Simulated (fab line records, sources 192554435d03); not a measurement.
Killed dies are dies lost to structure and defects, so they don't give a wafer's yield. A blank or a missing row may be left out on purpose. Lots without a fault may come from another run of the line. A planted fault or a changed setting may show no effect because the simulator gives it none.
Which tool did it? | flow n5_finfet | 11 lots, 32 wafers sampled, at 4 steps of a route of 1938

WHAT THE GAUGES READ, wafer by wafer
N5_BEOL_M8_CD_MEAS_11: target cd 38.5 nm.
lot  | measured     | on        | cd_nm (nm)
L113 | day 9 09:00  | cd_sem-03 | 39.1 38.8 38.9
L116 | day 10 06:25 | cd_sem-02 | 38.1 38.6 38.6
L117 | day 10 06:43 | cd_sem-01 | 38.8 39.0 38.1
L119 | day 10 23:25 | cd_sem-03 | 39.6 38.8 39.1
L120 | day 11 01:58 | cd_sem-02 | 37.7 38.6 38.3
L122 | day 11 05:01 | cd_sem-01 | 39.0 38.5 38.5
L121 | day 11 05:04 | cd_sem-03 | 38.8 38.3 38.4
L123 | day 11 08:58 | cd_sem-03 | 38.5 38.5
L133 | day 14 04:53 | cd_sem-03 | 39.3 38.9 39.6
L134 | day 14 11:04 | cd_sem-02 | 38.3 38.3 38.7
L135 | day 14 11:30 | cd_sem-02 | 38.5 38.3 39.0

N5_BEOL_M8_CD_MEAS_18: pitch 80 nm, target cd 40 nm.
lot  | measured     | on        | cd_nm (nm)
L113 | day 9 09:46  | cd_sem-02 | 40.5 39.4 40.7
L116 | day 10 07:02 | cd_sem-03 | 39.3 39.6 40.4
L117 | day 10 07:16 | cd_sem-01 | 40.3 40.8 39.5
L119 | day 11 00:04 | cd_sem-02 | 40.9 40.4 41.1
L120 | day 11 02:53 | cd_sem-03 | 38.8 40.0 39.4
L122 | day 11 05:34 | cd_sem-03 | 40.5 40.8 40.1
L121 | day 11 05:39 | cd_sem-01 | 39.9 40.5 40.5
L123 | day 11 09:31 | cd_sem-02 | 39.8 40.1
L133 | day 14 05:26 | cd_sem-01 | 40.2 39.7 40.3
L134 | day 14 11:50 | cd_sem-02 | 39.3 39.7 40.0
L135 | day 14 12:17 | cd_sem-02 | 40.2 39.3 40.3

WHICH TOOL RAN EACH LOT (tool, then ch and the chambers of the sampled wafers, then the start)
lot  | N5_BEOL_M8_ETCH_61                 | N5_BEOL_M8_STRIP_67
L113 | rie_diel-04 ch 1,3, day 9 09:08    | rie_diel-04 ch 1,3, day 9 09:27
L116 | rie_diel-04 ch 0,1,3, day 10 06:34 | rie_diel-04 ch 0,1,3, day 10 06:46
L117 | rie_diel-04 ch 0,1, day 10 06:50   | rie_diel-04 ch 0,1, day 10 07:03
L119 | rie_diel-03 ch 0,1, day 10 23:38   | rie_diel-03 ch 0,1, day 10 23:50
L120 | rie_diel-03 ch 0,1, day 11 02:27   | rie_diel-03 ch 0,1, day 11 02:39
L122 | rie_diel-05 ch 0,2,3, day 11 05:08 | rie_diel-05 ch 0,2,3, day 11 05:20
L121 | rie_diel-03 ch 0,3, day 11 05:11   | rie_diel-03 ch 0,3, day 11 05:23
L123 | rie_diel-03 ch 1,2, day 11 09:07   | rie_diel-03 ch 1,2, day 11 09:17
L133 | rie_diel-04 ch 0,3, day 14 05:00   | rie_diel-04 ch 0,3, day 14 05:12
L134 | rie_diel-04 ch 0,1,2, day 14 11:16 | rie_diel-04 ch 0,1,2, day 14 11:28
L135 | rie_diel-04 ch 0,2,3, day 14 11:51 | rie_diel-04 ch 0,2,3, day 14 12:03
- N5_BEOL_M8_ETCH_61: etches SiARC in CF4, target depth 45.5 nm, time 75.8 s.
- N5_BEOL_M8_STRIP_67: strips in CF4.

WHAT THE TOOLS THEMSELVES READ (means of the sampled wafers that have a number; where no wafer has one, the mark that the record gives instead)
N5_BEOL_M8_ETCH_61.
lot  | tool        | drypump_motor_current_A (A) | etch_rf_on_time_s (s) | oes_product_au (a.u.) | rf_vpp_V (V) | showerhead_plenum_p_Torr (Torr) | throttle_valve_pct (%)
L113 | rie_diel-04 | 6.1                         | 76.8                  | 0.64                  | 185.3        | 2.22                            | 15.87
L116 | rie_diel-04 | 6.0                         | 76.3                  | 0.71                  | 184.1        | 2.18                            | 15.78
L117 | rie_diel-04 | 6.1                         | 76.0                  | 0.75                  | 184.1        | 2.20                            | 15.66
L119 | rie_diel-03 | 5.4                         | 74.5                  | 0.64                  | 182.4        | 2.10                            | 15.66
L120 | rie_diel-03 | 5.6                         | 74.3                  | 0.68                  | 183.4        | 2.09                            | 15.60
L122 | rie_diel-05 | 5.4                         | 76.6                  | 0.65                  | 184.1        | 2.15                            | 15.45
L121 | rie_diel-03 | 6.0                         | 87.2                  | 0.62                  | 183.0        | 2.09                            | 15.62
L123 | rie_diel-03 | 5.8                         | 83.7                  | 0.62                  | 184.3        | 2.10                            | 15.57
L133 | rie_diel-04 | 5.9                         | 75.6                  | 0.78                  | 183.9        | 2.15                            | 15.57
L134 | rie_diel-04 | 6.0                         | 74.5                  | 0.74                  | 184.7        | 2.20                            | 15.56
L135 | rie_diel-04 | 5.9                         | 76.4                  | 0.75                  | 185.2        | 2.18                            | 15.48

N5_BEOL_M8_STRIP_67.
lot  | tool        | drypump_motor_current_A (A) | oes_product_au (a.u.) | rf_vpp_V (V) | showerhead_plenum_p_Torr (Torr) | throttle_valve_pct (%)
L113 | rie_diel-04 | 6.1                         | 0.75                  | 273.0        | 1.85                            | 13.83
L116 | rie_diel-04 | 6.0                         | 0.82                  | 272.7        | 1.83                            | 13.73
L117 | rie_diel-04 | 6.2                         | 0.88                  | 271.8        | 1.85                            | 13.60
L119 | rie_diel-03 | 5.4                         | 0.74                  | 270.2        | 1.76                            | 13.64
L120 | rie_diel-03 | 5.6                         | 0.79                  | 270.8        | 1.74                            | 13.55
L122 | rie_diel-05 | 5.4                         | 0.77                  | 270.4        | 1.80                            | 13.45
L121 | rie_diel-03 | 6.0                         | 0.78                  | 270.7        | 1.74                            | 13.57
L123 | rie_diel-03 | 5.8                         | 0.75                  | 271.1        | 1.76                            | 13.56
L133 | rie_diel-04 | 5.8                         | 0.90                  | 271.5        | 1.81                            | 13.50
L134 | rie_diel-04 | 6.0                         | 0.85                  | 272.9        | 1.84                            | 13.51
L135 | rie_diel-04 | 5.8                         | 0.88                  | 272.2        | 1.82                            | 13.42

THE ANSWER, worked out from the rows above alone
Rule: what is usual is taken from the lots themselves. Put in order of their means at a reading, lots are off if they are a third of the lots or fewer, leave a main group of 4 or more, and stand apart from it by a gap of 3 or more times the standard deviation of the main group's means; of several such gaps the widest counts. A main group whose means are all the same, to the digits that the tables above print for the reading, isn't used. A lot without any number at a reading at which 4 lots or more have one is off too. The other lots that the step has rows for count as sound. The gauges are gone through in route order, then the tools' own readings, and for those a lot's mean is taken as printed above. The first step at which some lot is off is used, and at that step the reading that is off furthest; a lot without a number counts as furthest.
Off: L121, L123, at N5_BEOL_M8_ETCH_61 (etch_rf_on_time_s). The main group: mean 75.7 s, standard deviation 0.93.
A tool fits if, at that step or a process step before it, it ran every lot that is off, and no sound lot after the first of them. One fits: rie_diel-03 at N5_BEOL_M8_ETCH_61. Its last sound lot is L120 (day 11 02:27), its first lot that is off L121 (day 11 05:11): a fault that began between those two fits.
The tool's own readings at N5_BEOL_M8_ETCH_61 bear it out: on the lots that are off they differ by more than 5 times the standard deviation of the sound lots' means. etch_rf_on_time_s reads 85.5 s there against 75.7 s on the sound lots.

WHAT THE SIMULATOR HAD PUT IN
Process parameter drift: rie_diel-03, from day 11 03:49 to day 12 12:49, at N5_BEOL_M8_ETCH_61. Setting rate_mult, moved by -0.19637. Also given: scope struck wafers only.
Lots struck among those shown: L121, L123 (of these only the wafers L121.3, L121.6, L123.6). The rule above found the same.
